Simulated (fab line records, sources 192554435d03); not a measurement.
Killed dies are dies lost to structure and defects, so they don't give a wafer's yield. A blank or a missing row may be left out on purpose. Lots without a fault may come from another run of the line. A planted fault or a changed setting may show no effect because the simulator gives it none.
Problem report in the 8D (eight disciplines) form, filled by code | flow n5_finfet | the parts of the form that need people (team, actions taken, sign-off) are left out

1. THE PROBLEM
etch_rf_on_time_s at N5_BEOL_M5_ETCH_61 reads a mean of 37.0 s on 3 wafers of 3 lots; wafers without a fault read 25.8 s with a standard deviation of 0.5. That is +22 standard deviations from the usual mean.
The step: etches SiARC in CF4, target depth 15.6 nm, time 26 s.
First seen on wafer L539.3, day 10 03:33, on rie_diel-05. The record holds 33 wafers of 12 lots with a number at this step. Rule for "out", or "out of limits": more than 4 standard deviations from the usual mean. The other wafers with a number count as sound.

2. WHAT IT IS AND WHAT IT IS NOT
question                    | is                     | is not
which readings at this step | etch_rf_on_time_s      | drypump_motor_current_A, oes_product_au, rf_vpp_V, showerhead_plenum_p_Torr, throttle_valve_pct
which lots                  | L539, L542, L543       | L532, L533, L534, L535, L536, L548, L549, L554, L555
which wafers of those lots  | L539.3, L542.3, L543.5 | L539.1, L542.1, L543.1
read on which tools         | rie_diel-05            | rie_diel-04
when                        | from day 10 03:33      | up to then (16 sound wafers); but 14 sound wafers of L542, L543, L548, L549, L554, L555 came after

3. SUSPECTS, AND WHAT RULES EACH OUT
Counting: a tool at a process step up to the reading stays a suspect if it ran every lot that is out. Sound lots after the first of them don't rule it out here, since some wafers of a struck lot are sound.
- rie_diel-05 at N5_BEOL_M5_ETCH_61 (etches SiARC in CF4, target depth 15.6 nm, time 26 s): kept. It ran every lot that is out, first L539 (day 10 03:33); its last sound lot up to then is L535 (day 9 04:23). Its own readings are out on those wafers: etch_rf_on_time_s.
- Within rie_diel-05 at N5_BEOL_M5_ETCH_61: the wafers that are out ran in chambers 0, 1; their sound lot-mates ran in chamber 2.
Left after counting: rie_diel-05 at N5_BEOL_M5_ETCH_61.

4. THE CAUSE (what the simulator had put in)
Process parameter drift: rie_diel-05, from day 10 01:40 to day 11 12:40, at N5_BEOL_M5_ETCH_61. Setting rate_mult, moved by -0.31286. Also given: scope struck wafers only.
Counting left only this tool.

5. THE CHAIN OF EFFECTS, in route order
Each row: a reading whose mean over the struck wafers that have a number lies more than 3 standard deviations from the usual. Only readings for which the record gives a usual standard deviation are gone through. hours: the time from each lot's start at the first step in this table that gives one to its start at this step, as a median over the lots. sigmas: the change in usual standard deviations.
hours | step               | reading           | usual  | on struck wafers | change | sigmas
0     | N5_BEOL_M5_ETCH_61 | etch_rf_on_time_s | 25.8 s | 37.0             | +11.2  | +22
The process steps in it:
- N5_BEOL_M5_ETCH_61: etches SiARC in CF4, target depth 15.6 nm, time 26 s.
Later measuring or inspecting steps at which every struck wafer that the step has a row for has a number for every such reading, and none has moved that far: N5_BEOL_M5_CD_MEAS_18.

6. WHAT WOULD HAVE CAUGHT IT SOONER
In this record the first reading out of limits was taken at day 10 03:33, 2 hours after the fault began at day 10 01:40.
